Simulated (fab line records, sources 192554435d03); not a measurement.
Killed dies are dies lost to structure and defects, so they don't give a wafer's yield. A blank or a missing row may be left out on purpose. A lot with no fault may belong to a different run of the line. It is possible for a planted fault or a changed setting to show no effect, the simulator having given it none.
Comparing a struck lot with a sound one	flow n5-finfet	17 out of 1938 route steps
Sound: wafers L897.3, L897.5, L897.6. Struck: wafers L907.2, L907.6 (left out: L907.3, a lot-mate that was not struck); the cause follows at the end.
Each step with rows lists, per side, the tool, then ch with its chambers, then its first start. Under that, the readings that differ: sound wafers	struck wafers	difference of the means	sigmas: that difference in standard deviations of wafers without a fault.
alike: same words and numbers on both sides, and readings whose means sit less than 2 such deviations apart. not compared: any withheld reading, any reading some wafer has no value for, any bound like >300 that may hide the same value, and any number with overlapping values for which the record gives no deviation.
A row with sigmas, a row that says differs or no value, or rows on one side alone: a step with any of these is where the two part. When numbers do not overlap yet have no deviation, they are printed without sigmas and do not part them. A reading that every wafer of one side lacks parts them only if that side has two wafers or more.

first, 1 step without rows for these wafers: N5_FIN_CUT_DEVELOP_07 (develop time 30 s).
N5_FIN_CUT_CD_MEAS_08 targets a cd of 29.1 nm.
  sound on cd-sem-03 ch 0, day 4 17:40; struck on cd-sem-01 ch 0, day 7 03:54
  alike: cd-nm
N5_FIN_CUT_OVL_MEAS_09:
  sound on overlay-02 ch 0, day 4 17:43; struck on overlay-02 ch 0, day 7 03:56
  alike: FIN_CUT_OVL
N5_FIN_CUT_INSPECT_10: inspects for defects (brightfield).
  sound on defect-inspect-01, day 4 17:46; struck on defect-inspect-02, day 7 03:59
  alike: raw-defect-count
then, 1 step without rows for these wafers: N5_FIN_CUT_DESCUM_13 (chemistry O2, time 7 s).
N5_FIN_CUT_ETCH_30: etches underlayer in N2/H2, target depth 13 nm, time 10.4 s.
  sound on rie-diel-03 ch 0,1,2, day 4 17:51; struck on rie-diel-01 ch 1,3, day 7 04:05
reading	sound	struck	difference	sigmas
etch-rf-on-time-s (s)	10.79 10.94 11.07	10.29 10.33	-0.62	-2
  alike: drypump-motor-current-A, oes-product-au, rf-vpp-V, showerhead-plenum-p-Torr, throttle-valve-pct
  not compared: rf-hours-counter-h
N5_FIN_CUT_ETCH_20: etches SiARC in CF4, target depth 26 nm, time 43.3 s.
  sound on rie-diel-03 ch 0,1,2, day 4 17:52; struck on rie-diel-01 ch 1,3, day 7 04:07
  alike: drypump-motor-current-A, etch-rf-on-time-s, oes-product-au, rf-vpp-V, showerhead-plenum-p-Torr, throttle-valve-pct
  not compared: rf-hours-counter-h
then, 4 steps without rows for these wafers: N5_FIN_CUT_ETCH_21 (etches SOC in N2/H2, target depth 219 nm, overetch 43.8 nm, time 523.5 s); N5_FIN_CUT_STRIP_23 (strips in N2/H2); N5_FIN_CUT_STRIP_31 (strips in N2/H2); N5_FIN_CUT_STRIP_24 (strips in CF4).
N5_FIN_CUT_CUT_ETCH_26: etches SiNx in CH3F/O2, target depth 39 nm, time 55.7 s.
  sound on rie-diel-03 ch 0,1,2, day 4 18:15; struck on rie-diel-01 ch 1,3, day 7 04:30
  alike: O2_flow_sccm, drypump-motor-current-A, oes-product-au, rf-vpp-V, showerhead-plenum-p-Torr, throttle-valve-pct
  not compared: rf-hours-counter-h
N5_FIN_CUT_CUT_ETCH_27: etches SiO2 in CHF3/O2, target depth 4 nm, overetch 2 nm, time 4.9 s.
  sound on rie-diel-03 ch 0,1,2, day 4 18:17; struck on rie-diel-01 ch 1,3, day 7 04:32
reading	sound	struck	difference	sigmas
model.SOC_of_FIN_CUT_COAT_18.thk-nm (nm)	206.8 207.4 208	204.4 204.2	-3.1	
  alike: O2_flow_sccm, drypump-motor-current-A, oes-product-au, rf-vpp-V, showerhead-plenum-p-Torr, throttle-valve-pct
  not compared: rf-hours-counter-h
N5_FIN_CUT_PRECLEAN_35: cleans in vHF, time 13.3 s.
  sound on vapor-etch-02 ch 0,1, day 4 18:23; struck on vapor-etch-02 ch 1, day 7 04:37
  alike: drypump-motor-current-A
N5_FIN_CUT_CUT_ETCH_15: etches Si in HBr/Cl2/O2, target depth 100 nm, bt time 10 s, time 42.4 s.
  sound on rie-si-04 ch 0,1,3, day 4 18:26; struck on rie-si-04 ch 0,2, day 7 04:41
reading	sound	struck	difference	sigmas
model.SOC_of_FIN_CUT_COAT_18.thk-nm (nm)	169.4 171.4 170.8	167.6 167.6	-2.9	
  alike: O2_flow_sccm, drypump-motor-current-A, oes-product-au, throttle-valve-pct
  not compared: rf-hours-counter-h
N5_FIN_CUT_CUT_ETCH_28: etches Si in HBr/Cl2/O2, target depth 6 nm, time 2.4 s.
  sound on rie-si-04 ch 0,1,3, day 4 18:30; struck on rie-si-04 ch 0,2, day 7 04:44
  alike: O2_flow_sccm, drypump-motor-current-A, oes-product-au, throttle-valve-pct
  not compared: rf-hours-counter-h
-- a jump in the record: the struck wafers' starts before and after are 6 days apart (it breaks off in module FIN_CUT and resumes in module BEOL_M4, where the first step shown is number 1111 of the route) --
N5_BEOL_M4_RC_MEAS_101:
  sound on prober-02 ch 0, day 10 11:00; struck on prober-02 ch 0, day 12 22:54
  alike: DIBL_N, DIBL_P, IOFF_N, IOFF_P, ION_N, ION_P, SS_N, SS_P, VT_N, VT_P

## WHERE THEY PART
Only at N5_FIN_CUT_ETCH_30, as far as this record shows. Later steps at which nothing parts them and some readings are alike: N5_FIN_CUT_ETCH_20, N5_FIN_CUT_CUT_ETCH_26, N5_FIN_CUT_CUT_ETCH_27, N5_FIN_CUT_PRECLEAN_35, N5_FIN_CUT_CUT_ETCH_15, N5_FIN_CUT_CUT_ETCH_28, N5_BEOL_M4_RC_MEAS_101.

WHY: what had been put in by the simulator
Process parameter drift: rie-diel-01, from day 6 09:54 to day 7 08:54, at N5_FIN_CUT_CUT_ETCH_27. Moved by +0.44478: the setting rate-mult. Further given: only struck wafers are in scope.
